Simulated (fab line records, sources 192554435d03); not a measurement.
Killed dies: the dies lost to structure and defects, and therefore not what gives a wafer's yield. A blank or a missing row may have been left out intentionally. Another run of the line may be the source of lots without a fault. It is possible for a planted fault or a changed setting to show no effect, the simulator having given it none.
Chamber matching -- flow n5-finfet -- N5_GATE_CUT_STRIP_42 on rie-diel-02 has 4 sister chambers
The step strips in O2. 24 wafers are shown with their chamber, then 12 later ones without.

## WAFERS WITH THEIR CHAMBER
wafer,chamber,drypump-motor-current-A (A),showerhead-plenum-p-Torr (Torr),throttle-valve-pct (%)
L074.2,2,4.9,2.08,16.46
L074.3,1,6.2,2.18,16.68
L074.4,3,5.9,2.01,16.76
L079.1,3,5.9,2.01,16.78
L079.2,2,4.9,2.08,16.50
L079.3,0,5.7,2.10,16.56
L079.4,0,5.7,2.10,16.56
L079.5,3,5.9,2.01,16.77
L079.6,2,4.9,2.08,16.47
L084.3,2,4.9,2.07,16.50
L084.5,2,5.0,2.07,16.51
L084.6,1,6.1,2.18,16.70
L085.1,0,5.8,2.10,16.57
L085.2,3,5.9,2.01,16.78
L085.5,1,6.2,2.18,16.73
L086.1,2,4.9,2.07,16.51
L086.3,1,6.2,2.18,16.72
L086.4,0,5.7,2.10,16.58
L091.1,3,5.9,2.00,16.81
L091.2,0,5.7,2.09,16.59
L091.3,1,6.2,2.17,16.74
L091.4,3,5.9,2.00,16.81
L091.5,0,5.7,2.09,16.59
L091.6,1,6.2,2.17,16.72

SIGNATURES, as means of the wafers listed above
reading,chamber 0,chamber 1,chamber 2,chamber 3,scatter within a chamber
drypump-motor-current-A,5.717,6.183,4.917,5.900,0.0354
showerhead-plenum-p-Torr,2.0967,2.1767,2.0750,2.0067,0.00524
throttle-valve-pct,16.5750,16.7150,16.4917,16.7850,0.0197
Rule: for each reading, subtract the chamber's mean from the wafer's reading, divide by that reading's scatter and square the result; add these up over the readings and take the root, which gives the wafer's distance from the chamber. If the next closest chamber is less than 2 further off than the closest, the wafer can't be placed; otherwise it belongs to the closest. How the scatter is found: for the shown wafers, subtract from each reading the mean of its chamber, square and add these, divide the total by (wafers less chambers), then take the root.

## WAFERS WHOSE CHAMBER IS MISSING
wafer,drypump-motor-current-A (A),showerhead-plenum-p-Torr (Torr),throttle-valve-pct (%)
L095.2,5.7,2.09,16.60
L095.3,6.1,2.17,16.75
L095.5,5.9,2.00,16.82
L096.2,6.2,2.17,16.73
L096.4,5.9,2.00,16.82
L096.6,5.7,2.09,16.61
L097.1,5.9,2.00,16.83
L097.2,5.7,2.09,16.60
L097.3,6.1,2.17,16.75
L097.4,5.0,2.06,16.57
L097.5,5.9,2.00,16.82
L097.6,5.7,2.09,16.63

## CHAMBER TAKEN BY EACH
wafer,from the rows above,in truth
L095.2,0,0
L095.3,1,1
L095.5,3,3
L096.2,1,1
L096.4,3,3
L096.6,0,0
L097.1,3,3
L097.2,0,0
L097.3,1,1
L097.4,2,2
L097.5,3,3
L097.6,0,0
Correctly placed: 12 of 12. Not placeable from these rows: 0. Wrongly placed: 0.
